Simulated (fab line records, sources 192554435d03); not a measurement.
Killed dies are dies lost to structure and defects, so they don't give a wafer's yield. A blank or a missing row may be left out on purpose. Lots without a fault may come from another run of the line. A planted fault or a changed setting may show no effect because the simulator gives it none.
fab line records | flow n5_finfet | part 2 of 2: steps 23 to 30 of 30
record lots=5 wafers=15 last_day=17
route steps=1938 shown BEOL_M1@777
lots that met no fault: from a run of the same line without faults
start_h: hours from the record's first day to the start of the lot's first wafer shown | wait_h: hours since the lot's step before | " the same as in the row above | L1.1+2: a row that stands for several wafers | - no value, or no start given | * or withheld: withheld | < > ~ a bound
route shown NAME@n: a module of which the file shows steps, and the number in the route of the first | usual: mean/standard deviation of fault-free wafers | same: alike in all rows | chamber/n: place in a boat | sites: the reading at each site | _std_site: their standard deviation | _edge_site: outer sites' mean less inner sites' | radius_mm: how far each site lies from the wafer's centre | mask NAME#n: copy n | behind: the tool/chamber that last shaped the wafer | hold: why the lot was held/for how many hours/how that ended | device: the transistor (n, p or np) that didn't switch | end of line: the same wafers' tests at the end of the route | a step without rows: its recipe alone | killed: dies lost to structure and defects at the first sort, not the wafer's yield | map: a wafer's dies, x killed, . not, _ none there
set.NAME: the setting as run; set.NAME@STEP: as run at that earlier step | model.NAME: the simulator's own value behind a step, which no gauge read
lots at some steps of the route; a table a step, a row a wafer
services: from which hour (start_h, from the record's first day; less than 0 if before it) a tool's chamber was out of use, for how many hours, and why
## steps
# step N5_BEOL_M1_STRIP_36
# recipe chemistry=N2/H2 power_w=450 temp_c=40 pressure_mtorr=20 rf_frequency_hz=6e+07 overash_fraction=0.3 bias_power_w=7 h2_frac=0.5 n2_flow_sccm=200 h2_flow_sccm=200
# usual drypump_motor_current_A=5.78/0.21 oes_product_au=0.80/0.08 rf_vpp_V=59.4/1.6 showerhead_plenum_p_Torr=2.54/0.073 throttle_valve_pct=23.5/0.43
# columns lot.wafer tool chamber start_h wait_h drypump_motor_current_A oes_product_au rf_hours_counter_h rf_vpp_V showerhead_plenum_p_Torr throttle_valve_pct
L074.1 rie_diel-05 3 132.13 0.0 5.76 0.85 72 57.5 2.47 23.3
L074.4 " 1 " " 5.20 0.73 158 58.8 2.41 23.5
L074.6 " 3 " " 5.77 0.84 - 59.3 2.47 23.3
L076.2 rie_diel-01 0 159.54 0.0 5.65 0.84 60 60.5 2.47 23.0
L076.3 " 2 " " 5.66 0.72 200 58.3 2.64 24.0
L076.4 " 1 " " 6.08 0.83 - 59.7 2.59 23.8
L084.1 rie_diel-05 2 199.52 0.0 5.67 0.69 235 58.1 2.50 24.0
L084.3 " 0 " " 5.82 0.74 191 60.7 2.51 23.4
L084.5 " 1 " " 5.16 0.70 - 57.5 2.40 23.5
L087.1 rie_diel-05 2 216.12 0.0 5.63 0.69 241 59.4 2.50 24.0
L087.2 " 0 " " 5.82 0.71 196 60.8 2.51 23.4
L087.3 " 3 " " 5.76 0.83 96 61.0 2.46 23.3
L089.2 rie_diel-01 0 227.19 0.0 5.66 0.81 82 59.2 2.46 23.0
L089.4 " 3 " " 5.85 0.91 - 58.7 2.56 22.9
L089.6 " 0 " " 5.69 0.83 - 59.8 2.46 23.1
# step N5_BEOL_M1_TRENCH_ETCH_37
# recipe chemistry=C4F6/O2 target_depth_a=552.07 target=SiOC time_s=29 ion_energy_ev=250 pressure_mtorr=30 source_w=355 bias_w=185 Ar_flow_sccm=300 C4F6_flow_sccm=10 O2_flow_sccm=10
# usual drypump_motor_current_A=5.78/0.21 oes_f_703_au=0.82/0.085 oes_product_au=0.80/0.082 rf_vpp_V=659/13 showerhead_plenum_p_Torr=2.86/0.076 throttle_valve_pct=20.79/0.28
# columns lot.wafer tool chamber start_h wait_h drypump_motor_current_A oes_f_703_au oes_product_au rf_hours_counter_h rf_vpp_V showerhead_plenum_p_Torr throttle_valve_pct
L074.1 rie_diel-05 3 - - 5.76 0.88 0.86 72 667 2.77 20.45
L074.4 " 1 " " 5.17 0.76 0.73 158 670 2.72 21.07
L074.6 " 3 " " 5.78 0.89 0.86 - 667 2.77 20.44
L076.2 rie_diel-01 0 - - 5.71 0.87 0.83 60 659 2.79 20.44
L076.3 " 2 " " 5.69 0.75 0.72 200 657 2.94 21.06
L076.4 " 1 " " 6.11 0.81 0.85 - 680 2.91 20.96
L084.1 rie_diel-05 2 - - 5.66 0.69 0.68 235 647 2.80 21.22
L084.3 " 0 " " 5.78 0.73 0.72 191 652 2.81 20.85
L084.5 " 1 " " 5.17 0.75 0.71 - 670 2.71 21.09
L087.1 rie_diel-05 2 - - 5.67 0.68 0.67 241 648 2.80 21.24
L087.2 " 0 " " 5.79 0.72 0.71 196 653 2.81 20.86
L087.3 " 3 " " 5.77 0.86 0.83 96 667 2.76 20.49
L089.2 rie_diel-01 0 - - 5.64 0.84 0.81 82 658 2.78 20.45
L089.4 " 3 " " 5.82 0.97 0.93 - 641 2.92 20.56
L089.6 " 0 " " 5.64 0.84 0.80 - 659 2.78 20.46
# step N5_BEOL_M1_ETCH_41
# recipe chemistry=CH3F/O2 target=SiCN target_depth_a=319 taper_deg=2 time_s=57.8 ion_energy_ev=120 mask_material=TiN pressure_mtorr=30 source_w=395 bias_w=75 Ar_flow_sccm=150 CH3F_flow_sccm=30 O2_flow_sccm=20
# usual drypump_motor_current_A=5.77/0.21 oes_product_au=0.80/0.082 rf_vpp_V=297.4/1.4 showerhead_plenum_p_Torr=2.01/0.055 throttle_valve_pct=16.24/0.3
# columns lot.wafer tool chamber start_h wait_h drypump_motor_current_A oes_product_au rf_hours_counter_h rf_vpp_V showerhead_plenum_p_Torr throttle_valve_pct
L074.1 rie_diel-05 3 - - 5.75 0.87 72 296.5 1.94 15.89
L074.4 " 1 " " 5.20 0.74 158 294.5 1.91 16.56
L074.6 " 3 " " 5.76 0.87 - 297.3 1.94 15.90
L076.2 rie_diel-01 0 - - 5.71 0.83 60 297.2 1.96 15.88
L076.3 " 2 " " 5.66 0.72 200 298.7 2.07 16.55
L076.4 " 1 " " 6.11 0.85 - 297.7 2.04 16.35
L084.1 rie_diel-05 2 - - 5.62 0.68 235 294.5 1.97 16.73
L084.3 " 0 " " 5.74 0.72 191 296.3 1.98 16.40
L084.5 " 1 " " 5.19 0.71 - 294.1 1.90 16.57
L087.1 rie_diel-05 2 - - 5.65 0.67 241 297.6 1.97 16.74
L087.2 " 0 " " 5.82 0.72 196 295.5 1.97 16.43
L087.3 " 3 " " 5.76 0.85 96 296.6 1.93 15.94
L089.2 rie_diel-01 0 - - 5.68 0.82 82 297.1 1.95 15.94
L089.4 " 3 " " 5.85 0.93 - 297.4 2.05 15.94
L089.6 " 0 " " 5.66 0.81 - 295.6 1.95 15.92
# step N5_BEOL_M1_STRIP_97
# recipe chemistry=N2/H2 time_s=10 power_w=450 temp_c=40 pressure_mtorr=20 rf_frequency_hz=6e+07 bias_power_w=7 n2_flow_sccm=200 h2_flow_sccm=200
# usual drypump_motor_current_A=5.78/0.21 oes_product_au=0.80/0.08 rf_vpp_V=59.4/0.78 showerhead_plenum_p_Torr=2.54/0.073 throttle_valve_pct=23.5/0.43
# columns lot.wafer tool chamber start_h wait_h drypump_motor_current_A oes_product_au rf_hours_counter_h rf_vpp_V showerhead_plenum_p_Torr throttle_valve_pct
L074.1 rie_diel-05 3 - - 5.77 0.85 72 60.1 2.47 23.3
L074.4 " 1 " " 5.18 0.73 158 58.3 2.41 23.5
L074.6 " 3 " " 5.76 0.85 - 59.6 2.47 23.3
L076.2 rie_diel-01 0 - - 5.67 0.83 60 58.6 2.47 23.0
L076.3 " 2 " " 5.66 0.71 200 60.1 2.64 23.9
L076.4 " 1 " " 6.14 0.85 - 58.8 2.59 23.8
L084.1 rie_diel-05 2 - - 5.63 0.70 235 58.5 2.50 24.0
L084.3 " 0 " " 5.78 0.73 191 60.4 2.51 23.4
L084.5 " 1 " " 5.22 0.71 - 58.3 2.40 23.5
L087.1 rie_diel-05 2 - - 5.67 0.69 241 59.5 2.50 24.0
L087.2 " 0 " " 5.74 0.71 196 58.6 2.51 23.4
L087.3 " 3 " " 5.77 0.81 96 57.7 2.46 23.3
L089.2 rie_diel-01 0 - - 5.70 0.80 82 60.6 2.46 23.1
L089.4 " 3 " " 5.86 0.90 - 59.9 2.56 22.9
L089.6 " 0 " " 5.68 0.80 - 58.4 2.46 23.1
# step N5_BEOL_M1_OCD_MEAS_38
# usual trench_depth_nm=54.8/1
# columns lot.wafer tool chamber start_h wait_h trench_depth_nm
L074.1 ocd-02 - 132.33 - 56.0
L074.4 " - " " 54.1
L074.6 " - " " 55.9
L076.2 ocd-02 - 159.74 - 54.4
L076.3 " - " " 55.1
L076.4 " - " " 55.9
L084.1 ocd-02 - 199.71 - 51.8
L084.3 " - " " 53.7
L084.5 " - " " 53.6
L087.1 ocd-02 - 216.33 - 50.7
L087.2 " - " " 53.2
L087.3 " - " " 56.5
L089.2 ocd-02 - 227.39 - 54.7
L089.4 " - " " 56.3
L089.6 " - " " 54.3
# step N5_BEOL_M1_HM_STRIP_39
# recipe chemistry=peroxide_tin_strip material=TiN target_depth_a=250 temp_c=50 time_s=158
# columns lot.wafer tool chamber start_h wait_h
L074.1+4+6 wet_bench-01 6,1,4 132.36 0.0
L076.2+3+4 wet_bench-01 7,2,1 159.77 0.0
L084.1+3+5 wet_bench-01 5,3,6 199.75 0.0
L087.1+2+3 wet_bench-01 6,3,0 216.36 0.0
L089.2+4+6 wet_bench-02 0,6,3 227.42 0.0
# step N5_BEOL_M1_SRD_40
# recipe time_s=30 temp_c=23 rinse_liquid=diw dry=ipa_marangoni
# columns lot.wafer tool chamber start_h wait_h
L074.1+4+6 wet_bench-01 6,1,4 132.41 0.0
L076.2+3+4 wet_bench-01 7,2,1 159.82 0.0
L084.1+3+5 wet_bench-01 5,3,6 199.79 0.0
L087.1+2+3 wet_bench-01 6,3,0 216.41 0.0
L089.2+4+6 wet_bench-02 0,6,3 227.47 0.0
# step N5_BEOL_M1_PRECLEAN_42
# recipe chemistry=residue_remover time_s=60 temp_c=40
# columns lot.wafer tool chamber start_h wait_h
L074.1+4+6 wet_bench-01 6,1,4 132.42 0.0
L076.2+3+4 wet_bench-01 7,2,1 159.83 0.0
L084.1+3+5 wet_bench-01 5,3,6 199.81 0.0
L087.1+2+3 wet_bench-01 6,3,0 216.43 0.0
L089.2+4+6 wet_bench-02 0,6,3 227.49 0.0
## services
# columns tool chamber start_h hours kind
euv_scanner-02 - 98.13 1.0 pm
euv_scanner-01 0 100.43 - calibration
litho_track-02 - 115.96 - consumable_replace:filter
ald_sin-03 1 118.42 19.7 repair
ald_sin-03 - 125.02 0.2 repair
euv_scanner-01 - 132.17 1.0 pm
rie_diel-01 2 137.63 13.2 repair
ald_sin-03 - 144.13 2.8 pm
rie_diel-01 3 145.39 3.7 repair
rie_diel-01 3 150.88 - clean
rie_diel-01 3 150.88 - consumable_replace:focus_ring
rie_diel-01 3 150.88 19.4 scheduled_down
rie_diel-01 3 150.88 19.4 vent_cycle
euv_scanner-02 - 154.28 1.0 pm
ald_sin-03 - 159.04 6.0 pm
euv_scanner-02 - 160.10 0.6 repair
rie_diel-05 3 162.96 6.1 repair
rie_diel-05 2 176.92 13.9 repair
ald_sin-04 - 178.49 0.7 repair
euv_scanner-01 - 185.95 4.6 pm
rie_diel-01 3 191.61 6.5 repair
euv_scanner-02 - 210.43 1.0 pm
euv_scanner-01 - 215.95 1.4 repair
rie_diel-01 1 226.27 14.9 repair
